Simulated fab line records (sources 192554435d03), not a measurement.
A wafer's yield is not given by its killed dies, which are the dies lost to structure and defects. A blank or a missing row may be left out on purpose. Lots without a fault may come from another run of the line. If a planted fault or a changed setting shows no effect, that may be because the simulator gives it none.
Matching of chambers    flow n5Finfet    3 sister chambers for N5_BEOL_M0_SAQP_PECVD_97 on pecvd-01
The step deposits SiNx from SiH4/NH3/N2, target thk 23 nm, time 19.9 s. 3 wafers are shown with their chamber, then 9 later ones without.

## WAFERS, EACH WITH ITS CHAMBER
wafer   chamber  throttleValvePct (%)
L087.1  1        41.4
L087.2  0        38.6
L087.3  2        37.4

## WAFERS WHOSE CHAMBER IS MISSING
wafer   throttleValvePct (%)
L092.2  41.4
L092.4  41.5
L092.6  37.4
L096.2  37.6
L096.3  38.6
L096.5  37.5
L097.2  38.4
L097.4  41.6
L097.5  37.7

## WHICH CHAMBER EACH WENT THROUGH
wafer   from the rows above  in truth
L092.2  1                    1
L092.4  1                    1
L092.6  2                    2
L096.2  2                    2
L096.3  0                    0
L096.5  2                    2
L097.2  0                    0
L097.4  1                    1
L097.5  2                    2
Placed correctly: 9 of 9. Can't be placed from these rows: 0. Wrongly placed: 0.
How it was worked out, from the rows above alone: a wafer's distance from a chamber is the root of the sum, over the readings, of the square of ((its reading less the chamber's mean) divided by the reading's scatter). The wafer belongs to the nearest chamber; if the next one is less than 2 further off, it can't be placed. The mean given for a chamber averages the wafers shown for that chamber. The scatter (one wafer shown for each chamber): square how far every hidden wafer sits from the nearest shown wafer, average those squares and take the square root.
